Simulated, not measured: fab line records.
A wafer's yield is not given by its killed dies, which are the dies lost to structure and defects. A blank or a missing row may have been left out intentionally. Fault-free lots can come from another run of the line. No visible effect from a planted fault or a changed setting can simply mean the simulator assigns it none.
The same fault as seen by 2 desks    flow n5_finfet    what lay behind the numbers comes last; until then each desk has only its own

AT THE METROLOGY DESK
What the gauges read, lot by lot, whatever tool the lot ran on: means of the sampled wafers that have a number. A lot is out of limits, marked OUT, if its mean lies more than 4 standard deviations from the usual mean; the brackets give that distance. Of its 20 readings 7 are shown: the one that was out of limits first, and those that lie furthest out on some lot.
Columns: A = thk_nm at N5_SD_EPI_P_EPI_MEAS_23, usual 61.1 nm; B = RS_SD_P at N5_SD_ACTIVATION_RS_MEAS_03, usual 56.0 ohm/sq; C = ION_P at N5_BEOL_M4_RC_MEAS_101, usual 463 uA/um; D = REXT_P at N5_BEOL_M4_RC_MEAS_101, usual 100.4 ohm.um; E = RS_SD_P at N5_BEOL_M4_RC_MEAS_101, usual 65.7 ohm/sq; F = VT_P at N5_BEOL_M4_RC_MEAS_101, usual -250 mV; G = VT_P_LVT at N5_BEOL_M4_RC_MEAS_101, usual -98.1 mV
lot   first seen here  A               B                        C               D                        E                        F                G
L229  day 3 14:50      61.4            55.3                     457             100.3                    64.8                     -254             -100.3
L230  day 3 21:35      60.5            56.6                     459             103.1                    66.3                     -253             -101.6
L231  day 4 03:08      61.0            56.9                     460             103.8                    65.9                     -253             -98.4
L232  day 4 10:14      61.3            55.8                     467             99.4                     65.7                     -249             -98.1
L233  day 4 15:42      61.7            55.3                     471             98.9                     65.2                     -247             -95.8
L235  day 5 02:41      61.7            55.5                     460             99.8                     65.1                     -250             -100.4
L236  day 5 10:14      60.6            55.3                     463             102.5                    64.8                     -251             -97.8
L237  day 5 16:07      61.0            56.1                     466             99.4                     66.3                     -247             -96.4
L240  day 6 09:11      63.3            55.1                     456             99.1                     64.7                     -249             -99.5
L241  day 6 17:56      45.0 (-13) OUT  122.7 (+88) OUT          391 (-9.0) OUT  240.9 (+67) OUT          144.0 (+86) OUT          -273 (-6.9) OUT  -121.5 (-7.8) OUT
L245  day 7 15:49      27.4 (-28) OUT  202.7 (+99 or more) OUT  322 (-18) OUT   403.1 (+99 or more) OUT  236.7 (+99 or more) OUT  -290 (-12) OUT   -139.8 (-14) OUT
L248  day 8 12:35      61.2            56.1                     465             101.1                    65.5                     -251             -100.9
L250  day 8 23:20      59.9            56.7                     471             100.2                    67.0                     -246             -94.9
L251  day 9 02:55      60.7            56.1                     461             101.6                    66.4                     -248             -95.4
This desk finds L241, L245 out of limits, L241 being first, at day 6 17:56 (thk_nm at N5_SD_EPI_P_EPI_MEAS_23). Within limits: L229, L230, L231, L232, L233, L235, L236, L237, L240, L248, L250, L251.

THE DEFECT DESK
Per lot, the means of the sampled wafers with a number show what the inspections along the route counted. A lot is out of limits, marked OUT, if its mean lies more than 4 standard deviations from the usual mean; the brackets give that distance.
Columns: A = raw_defect_count at N5_SD_EPI_N_INSPECT_26, usual 221
lot   first seen here  A
L229  day 3 10:28      198
L230  day 3 16:50      175
L231  day 3 22:15      259
L232  day 4 05:29      188
L233  day 4 11:40      252
L235  day 4 21:48      195
L236  day 5 05:46      199
L237  day 5 12:05      192
L240  day 6 05:16      248
L241  day 6 13:54      269
L245  day 7 11:46      184
L248  day 8 07:21      328
L250  day 8 19:25      233
L251  day 8 23:01      193
Result from this desk: across the 14 lots, nothing is out of limits.

BROUGHT TOGETHER
L241, L245 would have let the metrology desk raise an alarm at day 6 17:56.
The defect desk saw nothing out of limits.
The defect desk has L241, L245 on record, within its limits.
The lots listed all ran N5_SD_EPI_P_PRECLEAN_51 on epi_rpcvd-01.

WHAT THE SIMULATOR HAD INSERTED
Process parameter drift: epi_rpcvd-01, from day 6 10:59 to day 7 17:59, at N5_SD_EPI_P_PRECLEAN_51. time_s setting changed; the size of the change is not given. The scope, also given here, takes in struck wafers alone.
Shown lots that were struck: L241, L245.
Time in hours between the start of the fault and the first out-of-limits reading at each desk: metrology desk, 7.
